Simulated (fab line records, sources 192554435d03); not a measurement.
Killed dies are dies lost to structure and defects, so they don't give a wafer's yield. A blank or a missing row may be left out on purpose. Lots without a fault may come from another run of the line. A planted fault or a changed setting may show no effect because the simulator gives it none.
Chamber matching | flow n5_finfet | N5_BEOL_M3_CO_CAP_55 on cvd_co-01: 3 sister chambers
The step material Co, precursor CCTBA/H2, target thk 2 nm, time 102.1 s. 3 wafers are shown with their chamber, then 11 later ones without.

WAFERS WITH THEIR CHAMBER
wafer  | chamber | heater_power_w (W)
L089.4 | 1       | 251
L089.5 | 0       | 256
L091.2 | 2       | 180

WAFERS WITHOUT THEIR CHAMBER
wafer  | heater_power_w (W)
L091.3 | 257
L091.6 | 255
L092.1 | 258
L092.2 | 185
L092.3 | 263
L093.3 | 184
L093.4 | 185
L093.6 | 251
L096.2 | 187
L096.4 | 255
L096.6 | 264

WHICH CHAMBER EACH WENT THROUGH
wafer  | from the rows above     | in truth
L091.3 | can't be placed: 0 or 1 | 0
L091.6 | can't be placed: 0 or 1 | 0
L092.1 | can't be placed: 0 or 1 | 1
L092.2 | 2                       | 2
L092.3 | can't be placed: 0 or 1 | 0
L093.3 | 2                       | 2
L093.4 | 2                       | 2
L093.6 | can't be placed: 1 or 0 | 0
L096.2 | 2                       | 2
L096.4 | can't be placed: 0 or 1 | 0
L096.6 | can't be placed: 0 or 1 | 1
Placed correctly: 4 of 11. Can't be placed from these rows: 7 (the true chamber is among the candidates in 7). Placed wrongly: 0.
How it was worked out, from the rows above alone: a wafer's distance from a chamber is the root of the sum, over the readings, of the square of ((its reading less the chamber's mean) divided by the reading's scatter). The wafer belongs to the nearest chamber; if the next one is less than 2 further off, it can't be placed. A chamber's mean is the mean of its shown wafers. The scatter: with one shown wafer a chamber, the root of the mean of the squares of how far each hidden wafer lies from its nearest shown one.
